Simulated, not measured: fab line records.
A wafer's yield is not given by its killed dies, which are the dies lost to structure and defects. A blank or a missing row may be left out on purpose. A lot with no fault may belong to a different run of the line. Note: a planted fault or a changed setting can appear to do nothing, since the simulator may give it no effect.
Which of the tools did it? :: flow n5 finfet :: 29 wafers from 11 lots sampled at 2 of the route's 1938 steps

WHAT THE GAUGES READ, wafer by wafer
N5_MIM_BOT_LITHO_OVL_MEAS_11.
lot: L891
measured: day 12 10:01
on: overlay-02
MIM_BOT_OVL (nm): -1 3

lot: L895
measured: day 13 03:26
on: overlay-01
MIM_BOT_OVL (nm): 6 2 1

lot: L894
measured: day 13 03:11
on: overlay-01
MIM_BOT_OVL (nm): 2 -4 -2

lot: L896
measured: day 13 07:25
on: overlay-02
MIM_BOT_OVL (nm): -1 -4 -8

lot: L899
measured: day 14 05:37
on: overlay-02
MIM_BOT_OVL (nm): -5 -1

lot: L904
measured: day 15 05:33
on: overlay-02
MIM_BOT_OVL (nm): -18 -7 -17

lot: L906
measured: day 16 07:21
on: overlay-02
MIM_BOT_OVL (nm): -10 -5 -3

lot: L910
measured: day 16 18:02
on: overlay-02
MIM_BOT_OVL (nm): -4 6 -2

lot: L911
measured: day 17 10:57
on: overlay-02
MIM_BOT_OVL (nm): -7 -5

lot: L913
measured: day 17 23:38
on: overlay-01
MIM_BOT_OVL (nm): -7 -7

lot: L914
measured: day 17 23:36
on: overlay-02
MIM_BOT_OVL (nm): -1 -6 -1

WHAT TOOL EACH LOT RAN ON (gives the tool, then ch and the chambers of the sampled wafers, and finally the start)
lot: L891
N5_BEOL_M10_VIA_ETCH_34: rie diel-06 ch 0,2, day 10 12:12

lot: L895
N5_BEOL_M10_VIA_ETCH_34: rie diel-03 ch 0,1,3, day 11 10:41

lot: L894
N5_BEOL_M10_VIA_ETCH_34: rie diel-06 ch 0,3, day 11 11:44

lot: L896
N5_BEOL_M10_VIA_ETCH_34: rie diel-03 ch 0,1, day 11 18:25

lot: L899
N5_BEOL_M10_VIA_ETCH_34: rie diel-03 ch 1,2, day 12 10:44

lot: L904
N5_BEOL_M10_VIA_ETCH_34: rie diel-03 ch 0,2, day 13 07:07

lot: L906
N5_BEOL_M10_VIA_ETCH_34: rie diel-03 ch 0,2,3, day 14 15:37

lot: L910
N5_BEOL_M10_VIA_ETCH_34: rie diel-06 ch 0,1, day 14 19:44

lot: L911
N5_BEOL_M10_VIA_ETCH_34: rie diel-02 ch 1,3, day 15 18:40

lot: L913
N5_BEOL_M10_VIA_ETCH_34: rie diel-02 ch 1, day 16 00:19

lot: L914
N5_BEOL_M10_VIA_ETCH_34: rie diel-06 ch 0,2,3, day 16 01:52
- N5_BEOL_M10_VIA_ETCH_34: etches SiCOH lowk in C4F6/O2, target depth 184.5 nm, time 69.2 s.

THE ANSWER, worked out from the rows above alone
Rule: the lots themselves supply what counts as usual. Put in order of their means at a reading, lots are off if they are a third of the lots or fewer, leave a main group of 4 or more, and stand apart from it by a gap of 3 or more times the standard deviation of the main group's means; of several such gaps the widest counts. A main group whose means are all the same, to the digits that the tables above print for the reading, isn't used. A lot without any number at a reading at which 4 lots or more have one is off too. All remaining lots with rows at the step are treated as sound.
None of the lots is off at any reading shown; this tells nothing.

WHAT THE SIMULATOR PUT IN
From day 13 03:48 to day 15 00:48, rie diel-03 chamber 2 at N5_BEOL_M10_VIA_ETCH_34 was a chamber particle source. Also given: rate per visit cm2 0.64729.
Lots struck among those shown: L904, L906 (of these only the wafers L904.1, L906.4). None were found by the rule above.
